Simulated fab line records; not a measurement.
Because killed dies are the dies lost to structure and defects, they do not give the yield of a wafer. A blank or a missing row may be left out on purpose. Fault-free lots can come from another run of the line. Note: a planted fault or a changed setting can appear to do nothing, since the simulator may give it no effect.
Chamber matching + flow n5_finfet + N5_ILD0_ALD_15 on ald_sin-04: 4 sister chambers
The step deposits SiNx, target thk 24 nm, pulse time 1 s, ald cycles 480. 4 wafers are shown with their chamber, then 12 later ones without.

== EACH WAFER AND ITS CHAMBER ==
| wafer  | chamber | heater_power_w (W) |
|--------|---------|--------------------|
| L086.4 | 3       | 910                |
| L088.1 | 0       | 881                |
| L088.2 | 1       | 1113               |
| L088.6 | 2       | 682                |

== WAFERS WHOSE CHAMBER IS MISSING ==
| wafer  | heater_power_w (W) |
|--------|--------------------|
| L094.1 | 889                |
| L094.5 | 894                |
| L094.6 | 903                |
| L095.2 | 877                |
| L095.3 | 875                |
| L095.5 | 1092               |
| L096.1 | 895                |
| L096.2 | 880                |
| L096.5 | 896                |
| L097.2 | 686                |
| L097.3 | 885                |
| L097.6 | 876                |

== CHAMBER TAKEN BY EACH ==
| wafer  | from the rows above     | in truth                   |
|--------|-------------------------|----------------------------|
| L094.1 | can't be placed: 0 or 3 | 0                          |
| L094.5 | can't be placed: 0 or 3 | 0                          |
| L094.6 | can't be placed: 3 or 0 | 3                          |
| L095.2 | 0                       | 0                          |
| L095.3 | 0                       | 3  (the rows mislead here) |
| L095.5 | 1                       | 1                          |
| L096.1 | can't be placed: 0 or 3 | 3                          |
| L096.2 | 0                       | 0                          |
| L096.5 | can't be placed: 3 or 0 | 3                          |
| L097.2 | 2                       | 2                          |
| L097.3 | 0                       | 0                          |
| L097.6 | 0                       | 0                          |
Correct placement for 6 of the 12. Can't be placed from these rows: 5 (the true chamber is among the candidates in 5). Number placed wrongly: 1.
How it was worked out, from the rows above alone: a wafer's distance from a chamber is the root of the sum, over the readings, of the square of ((its reading less the chamber's mean) divided by the reading's scatter). If the next closest chamber is less than 2 further off than the closest, the wafer can't be placed; otherwise it belongs to the closest. For every chamber, the mean is computed from those of its wafers that are shown. The scatter: root of mean squared gap, hidden wafer to nearest shown wafer, with one shown wafer a chamber.
